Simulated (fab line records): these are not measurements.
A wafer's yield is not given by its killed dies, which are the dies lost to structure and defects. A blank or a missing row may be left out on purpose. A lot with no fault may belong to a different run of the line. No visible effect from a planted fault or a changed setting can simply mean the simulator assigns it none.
A lot that was struck, set against a sound lot    flow nand_harc    20 steps out of a route of 1302
Sound: the wafers L662.1, L662.2, L662.5. Struck: wafers L666.3, L666.4, L666.5. The cause comes at the end.
Order at every step that has rows: each side's tool, ch and its chambers, its first start. Under that, the readings that differ: sound wafers    struck wafers    difference of the means    sigmas: that difference in standard deviations of wafers without a fault.
alike: readings with means less than 2 such deviations apart, plus words and numbers identical on both sides. not compared: withheld readings, readings lacking a value on some wafer, bounds such as >300 that could conceal the same value, and numbers that have no deviation in the record and whose values overlap.
Wherever a step has rows on one side only, a row that says differs or no value, or a row with sigmas, the two part there. When numbers do not overlap yet have no deviation, they are printed without sigmas and do not part them. A reading that every wafer of one side lacks parts them only if that side has two wafers or more.

NHARC_A_ZERO_WELL_DESCUM_12: chemistry O2, time 3 s.
  sound on rie_diel-06 ch 0,1,2, day 8 12:57; struck on rie_diel-12 ch 1,2,3, day 10 12:40
  alike: drypump_motor_current_A, oes_product_au, rf_vpp_V, showerhead_plenum_p_Torr, throttle_valve_pct
  not compared: rf_hours_counter_h
NHARC_A_ZERO_WELL_ETCH_19: etches the open film in N2/H2, target depth 80 nm, overetch 24 nm, time 87.88 s.
  sound on rie_diel-06 ch 0,1,3, day 8 13:02; struck on rie_diel-12 ch 1,2,3, day 10 12:45
  alike: drypump_motor_current_A, oes_product_au, rf_vpp_V, showerhead_plenum_p_Torr, throttle_valve_pct
  not compared: rf_hours_counter_h
NHARC_A_ZERO_WELL_ETCH_13: etches the open film in HBr/Cl2, target depth 120 nm, time 40.1 s.
  sound on rie_si-05 ch 2,3, day 8 13:09; struck on rie_si-06 ch 1,2,3, day 10 12:52
  alike: drypump_motor_current_A, oes_product_au, throttle_valve_pct
  not compared: rf_hours_counter_h
then, 4 steps without rows for these wafers: NHARC_A_ZERO_WELL_STRIP_14 (strips in SPM, time 900 s); NHARC_A_ZERO_WELL_IMPLANT_15; NHARC_A_ZERO_WELL_PRECLEAN_22 (cleans in SC1, time 60 s); NHARC_A_ZERO_WELL_SRD_23.
NHARC_A_ZERO_WELL_RTA_16: time 10 s.
  sound on rtp_anneal-01 ch 0, day 8 14:04; struck on rtp_anneal-02 ch 0, day 10 13:52
reading              sound           struck          difference  sigmas
lamp_power_pct (%)   30.9 31.0 31.0  36.7 36.8 36.8  +5.8        +2
lamp_zone_2_pct (%)  31.0 31.0 31.0  36.7 36.7 36.8  +5.7        +2
  alike: wafer_temp_C_max
NHARC_A_ZERO_WELL_INSPECT_17:
  sound: defect_inspect-01 at day 8 14:15; struck: defect_inspect-01 at day 10 14:00
  alike: raw_defect_count
then, 2 steps without rows for these wafers: NHARC_A_SOURCE_PLATE_PRECLEAN_00 (cleans in HF-LAST, time 60 s); NHARC_A_SOURCE_PLATE_SRD_01.
NHARC_A_SOURCE_PLATE_OXIDE_02: material SiO2, target thk 10 nm, ox time 1362 s.
  sound on furnace-04 ch 0, day 8 17:19; struck on furnace-04 ch 0, day 10 18:26
  alike: spike_tc_top_C
NHARC_A_SOURCE_PLATE_THK_MEAS_09: measures by ellipsometry.
  sound: film_metro-01 at day 8 21:23; struck: film_metro-02 at day 10 22:28
  alike: thk_nm
then, 3 steps without rows for these wafers: NHARC_A_SOURCE_PLATE_PVD_04 (deposits WSi2, target thk 50 nm); NHARC_A_SOURCE_PLATE_CVD_03 (deposits poly-Si, target thk 200 nm, time 4000 s); NHARC_A_SOURCE_PLATE_ANNEAL_05 (time 1800 s).
NHARC_A_SOURCE_PLATE_THK_MEAS_06: measures by ellipsometry.
  sound: film_metro-01 at day 9 10:20; struck: film_metro-02 at day 11 11:17
  alike: thk_nm
NHARC_A_SOURCE_PLATE_INSPECT_08:
  sound: defect_inspect-02 at day 9 10:27; struck: defect_inspect-01 at day 11 11:23
reading           sound     struck       difference  sigmas
raw_defect_count  50 62 64  599 561 615  +533        +23
next comes 1 step that has no rows for these wafers: NHARC_A_ONON_D1_DEP_00 (target thickness 1000 nm).
-- record jumps: 17 days between struck wafers' starts before vs after; left off in module A_ONON_D1, resumes in module END, first step shown is number 1302 of the route --
NHARC_END_SORT_01:
  at this point the record logs the struck wafers (prober-02 ch 0, day 28 00:56) and has no rows for the sound ones

## WHERE THEY PART
At NHARC_A_ZERO_WELL_RTA_16 first; at NHARC_END_SORT_01 last (within this record only).

WHY: whatever the simulator had introduced
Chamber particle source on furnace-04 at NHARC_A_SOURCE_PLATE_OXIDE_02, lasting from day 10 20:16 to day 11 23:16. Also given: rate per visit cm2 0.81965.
